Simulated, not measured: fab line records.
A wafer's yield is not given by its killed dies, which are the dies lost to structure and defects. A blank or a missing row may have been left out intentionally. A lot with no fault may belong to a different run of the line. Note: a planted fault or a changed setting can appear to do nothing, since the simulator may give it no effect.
Comparing a struck lot with a sound one | flow nand harc | 41 out of 1159 route steps
Sound: the wafers L624.1, L624.2, L624.5. Struck: wafer L631.2 (L631.1, L631.3, from the same lot, were not struck and are left out); the cause is given at the end.
Each step with rows lists, per side, the tool, then ch with its chambers, then its first start. Under that, the readings that differ: sound wafers | struck wafers | difference of the means | sigmas: that difference in standard deviations of wafers without a fault.
alike: words and numbers the same on both sides, and readings whose means are apart by under 2 such deviations; not compared: readings that were withheld, readings missing a value for some wafer, numbers with overlapping values and no deviation given by the record, and bounds like >300 which may hide the same value.
A row with sigmas, a row that says differs or no value, or rows on one side alone: a step with any of these is where the two part. Non-overlapping numbers with no deviation appear without sigmas and do not part them. Lack of a reading on every wafer of one side parts them only where that side has two or more wafers.

first, 3 steps without rows for these wafers: NHARC_THIN_TSV_DESCUM_14 (chemistry O2, time 3 s); NHARC_THIN_TSV_ETCH_44 (etches the open film in CF4/O2, target depth 1594.2 nm, time 797.1 s); NHARC_THIN_TSV_ETCH_15 (target depth 3000 nm, bosch target overetch cycles 2, bosch etch step 2.8 s).
NHARC_THIN_TSV_CD_MEAS_16:
  sound on cd sem-03 at day 20 04:36; struck on cd sem-01 at day 22 13:31
  alike: cd nm
NHARC_THIN_TSV_STRIP_45: strips in O2.
  sound on plasma asher-02 ch 0,1, day 20 05:11; struck on plasma asher-01 ch 0, day 22 13:36
  reading            | sound       | struck | difference | sigmas
  heater power w (W) | 303 304 310 | 347    | +41        | +2
  alike: drypump motor current A
  not compared: rf hours counter h
then, 3 steps without rows for these wafers: NHARC_THIN_TSV_STRIP_46 (strips in post etch residue remover, time 1200 s); NHARC_THIN_TSV_DEP_47 (deposits SiO2, target thk 200 nm); NHARC_THIN_TSV_ETCHBACK_48 (etches the open film in C4F8/Ar, target depth 1028.5 nm, time 405.17 s).
NHARC_THIN_TSV_STRIP_62: strips in N2/H2, time 20 s.
  sound on plasma asher-02 ch 0,1, day 20 06:46; struck on plasma asher-01 ch 1, day 22 15:11
  alike: drypump motor current A, heater power w
  not compared: rf hours counter h
NHARC_THIN_TSV_DEGAS_49: time 120 s.
  sound on pvd sputter-01 at day 20 06:58; struck on pvd sputter-02 at day 22 15:22
  alike: heater power w
then, 1 step without rows for these wafers: NHARC_THIN_TSV_PRE_CLEAN_50 (time 30 s).
NHARC_THIN_TSV_PVD_19: deposits TaN, target thk 20 nm.
  sound on pvd sputter-01; struck on pvd sputter-02
  alike: throttle valve pct
NHARC_THIN_TSV_PVD_51: deposits Cu, target thk 100 nm.
  sound on pvd sputter-01 at day 20 07:14; struck on pvd sputter-02 at day 22 15:39
  alike: throttle valve pct
then, 16 steps without rows for these wafers: NHARC_THIN_TSV_ECD_20 (material Cu, target thk 2000 nm); NHARC_THIN_TSV_ANNEAL_52 (time 90 s); NHARC_THIN_TSV_CMP_21 (polishes, t overpolish 30 s, target thk 2000 nm); NHARC_THIN_TSV_SRD_23; NHARC_THIN_TSV_DEGAS_53 (time 60 s); NHARC_THIN_TSV_PRE_CLEAN_54 (time 30 s); NHARC_THIN_TSV_PVD_55 (deposits TiN, target thk 50 nm); NHARC_THIN_TSV_PVD_24 (deposits Al, target thk 800 nm); NHARC_THIN_TSV_DEHYDRATE_25 (time 120 s); NHARC_THIN_TSV_HMDS_26 (time 30 s); NHARC_THIN_TSV_COAT_27; NHARC_THIN_TSV_SOFTBAKE_28 (time 95 s); NHARC_THIN_TSV_EBR_29; NHARC_THIN_TSV_EXPOSE_30 (exposes mask PAD); NHARC_THIN_TSV_PEB_31 (peb time 85 s); NHARC_THIN_TSV_DEVELOP_32 (time 70 s).
NHARC_THIN_TSV_CD_MEAS_33 targets a cd of 5000 nm.
  sound on cd sem-01 ch 0, day 20 10:08; struck on cd sem-01 ch 0, day 22 18:31
  alike: cd nm
then, 1 step without rows for these wafers: NHARC_THIN_TSV_HARDBAKE_34 (time 80 s).
NHARC_THIN_TSV_DESCUM_35: chemistry O2, time 3 s.
  sound on rie diel-02 ch 1,2,3, day 20 10:19; struck on rie diel-10 ch 1, day 22 18:40
  reading      | sound          | struck | difference | sigmas
  rf vpp V (V) | 58.3 57.7 57.6 | 56.1   | -1.8       | -2
  alike: drypump motor current A, oes product au, showerhead plenum p Torr, throttle valve pct
  not compared: rf hours counter h
then, 4 steps without rows for these wafers: NHARC_THIN_TSV_ETCH_59 (etches the open film in Cl2/BCl3, target depth 880 nm, time 138.1 s); NHARC_THIN_TSV_ETCH_36 (etches the open film in Cl2/BCl3, target depth 65 nm, time 18.571 s); NHARC_THIN_TSV_STRIP_56 (strips in O2); NHARC_THIN_TSV_STRIP_57 (strips in post etch residue remover, time 1200 s).
NHARC_THIN_TSV_CD_MEAS_37:
  sound on cd sem-02 at day 20 11:35; struck on cd sem-02 at day 22 19:58
  alike: cd nm
then, 1 step without rows for these wafers: NHARC_THIN_TSV_ANNEAL_58 (time 1800 s).
NHARC_THIN_TSV_INSPECT_40:
  sound on defect inspect-02 at day 20 16:01; struck on defect inspect-02 at day 23 00:25
  alike: raw defect count
NHARC_END_WLT_00:
  the record holds rows for the sound wafers here (prober-01, day 21 00:33) but none for the struck ones
NHARC_END_SORT_01:
  at this point the record logs the struck wafers (prober-01 ch 0, day 23 04:14) and has no rows for the sound ones

== WHERE THEY PART ==
At NHARC_THIN_TSV_STRIP_45 first; at NHARC_END_SORT_01 last (within this record only).

WHY: whatever the simulator had introduced
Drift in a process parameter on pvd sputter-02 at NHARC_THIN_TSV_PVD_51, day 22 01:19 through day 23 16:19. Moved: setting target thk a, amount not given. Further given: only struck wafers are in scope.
